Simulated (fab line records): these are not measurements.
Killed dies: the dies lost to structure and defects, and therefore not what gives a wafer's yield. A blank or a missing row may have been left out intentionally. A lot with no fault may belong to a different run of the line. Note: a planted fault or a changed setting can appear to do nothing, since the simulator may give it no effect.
The tool behind it: which one? | flow n5 finfet | route of 1938 steps, sampled at 1 step: 24 lots, 72 wafers

## WHAT THE GAUGES READ, wafer by wafer
N5_BEOL_M11_INSPECT_30: inspects for defects (brightfield). Usual: raw defect count reads 407 (standard deviation 97).
lot  | measured     | on                | raw defect count | flag
L074 | day 10 09:46 | defect inspect-01 | 252 353 286      |
L076 | day 11 07:01 | defect inspect-02 | 336 359 438      |
L077 | day 11 07:12 | defect inspect-01 | 351 375 224      |
L075 | day 11 16:59 | defect inspect-01 | 433 352 276      |
L078 | day 12 00:55 | defect inspect-02 | 580 481 431      |
L080 | day 12 21:38 | defect inspect-02 | 394 359 355      |
L082 | day 13 04:30 | defect inspect-01 | 234 288 335      |
L079 | day 13 04:33 | defect inspect-02 | 607 401 581      |
L081 | day 13 04:35 | defect inspect-02 | 621 447 432      |
L083 | day 13 06:48 | defect inspect-01 | 430 362 527      |
L085 | day 14 03:46 | defect inspect-02 | 468 396 433      |
L084 | day 14 06:37 | defect inspect-01 | 339 458 357      |
L087 | day 14 11:10 | defect inspect-02 | 464 411 520      |
L088 | day 14 11:20 | defect inspect-01 | 459 671 371      |
L086 | day 14 14:41 | defect inspect-01 | 355 313 338      |
L089 | day 14 14:52 | defect inspect-01 | 325 316 286      |
L090 | day 14 20:49 | defect inspect-02 | 306 332 342      |
L091 | day 15 05:21 | defect inspect-01 | 333 402 369      |
L092 | day 15 13:10 | defect inspect-01 | 497 354 511      |
L093 | day 16 04:27 | defect inspect-01 | 358 414 324      |
L095 | day 16 16:18 | defect inspect-02 | 463 386 409      |
L094 | day 16 21:34 | defect inspect-01 | 409 334 301      |
L096 | day 17 00:50 | defect inspect-01 | 392 367 367      |
L097 | day 17 17:20 | defect inspect-02 | 500 476 737      |

## EACH LOT AND THE TOOL THAT RAN IT (in order: tool; ch and the chambers of the sampled wafers; start)
Record: no process step prior to these readings.

## WHAT THE TOOLS THEMSELVES READ (means of the sampled wafers that have a number; where no wafer has one, the mark that the record gives instead)
The record holds no such reading with a usual standard deviation.

## THE ANSWER, worked out from the rows above alone
Rule: take the mean of a lot's wafers that have a number; if it is more than 3 standard deviations from the usual mean, the lot is off. A lot without any number at a reading at which 4 lots or more have one is off too. Where the step has rows for the other lots, those lots are counted as sound. Order of review: gauges by route order, followed by the tools' own readings, for which a lot's mean as printed above is used. At the first step where some lot is off, the reading lying furthest off is the one used; lots without a number count as furthest.
No lot is off on any of the readings shown, so nothing can be concluded from this.

## WHAT HAD BEEN PUT IN BY THE SIMULATOR
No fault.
